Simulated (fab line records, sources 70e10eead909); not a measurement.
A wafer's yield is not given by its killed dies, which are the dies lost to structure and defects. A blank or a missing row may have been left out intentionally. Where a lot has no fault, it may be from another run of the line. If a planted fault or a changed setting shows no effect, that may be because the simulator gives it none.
Chamber matching ; flow nandHarc ; NHARC_P_GATE_DESCUM_31 on rieDiel-02 has 4 sister chambers
The step chemistry O2, time 3 s. 14 wafers are shown with their chamber, then 7 later ones without.

## EACH WAFER AND ITS CHAMBER
wafer;chamber;showerheadPlenumPTorr (Torr);drypumpMotorCurrentA (A);throttleValvePct (%)
L449.2;0;1.98;4.7;11.324
L449.3;1;1.90;5.3;11.306
L449.5;0;1.98;4.7;11.311
L450.2;0;1.98;4.7;11.303
L450.4;1;1.90;5.3;11.307
L450.5;2;1.90;5.4;11.301
L461.2;3;1.86;5.7;11.315
L461.3;1;1.89;5.3;11.306
L461.5;0;1.98;4.7;11.300
L464.1;1;1.89;5.3;11.301
L464.2;0;1.98;4.7;11.307
L464.4;2;1.90;5.3;11.300
L466.2;1;1.89;5.3;11.316
L466.3;0;1.98;4.7;11.323

SIGNATURES (averages over the wafers above)
reading;chamber 0;chamber 1;chamber 2;chamber 3;scatter within a chamber
showerheadPlenumPTorr;1.9800;1.8940;1.9000;1.8600;0.00346
drypumpMotorCurrentA;4.700;5.300;5.350;5.700;0.0224
throttleValvePct;11.31133;11.30720;11.30050;11.31500;0.00795
Rule: for each reading, subtract the chamber's mean from the wafer's reading, divide by that reading's scatter and square the result; add these up over the readings and take the root, which gives the wafer's distance from the chamber. If the next closest chamber is less than 2 further off than the closest, the wafer can't be placed; otherwise it belongs to the closest. How the scatter is found: for the shown wafers, subtract from each reading the mean of its chamber, square and add these, divide the total by (wafers less chambers), then take the root.

## WAFERS WITH NO CHAMBER GIVEN
wafer;showerheadPlenumPTorr (Torr);drypumpMotorCurrentA (A);throttleValvePct (%)
L466.4;1.86;5.7;11.309
L467.3;1.85;5.7;11.316
L467.5;1.85;5.7;11.311
L467.6;1.90;5.4;11.319
L469.1;1.89;5.3;11.310
L469.2;1.89;5.4;11.314
L469.3;1.85;5.7;11.316

## WHICH CHAMBER EACH ONE RAN IN
wafer;from the rows above;in truth
L466.4;3;3
L467.3;3;3
L467.5;3;3
L467.6;can't be placed: 2 or 1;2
L469.1;1;1
L469.2;can't be placed: 2 or 1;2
L469.3;3;3
Correctly placed: 5 of 7. From these rows, 2 cannot be placed; in 2 the true chamber is one of the candidates. 0 placed wrongly.
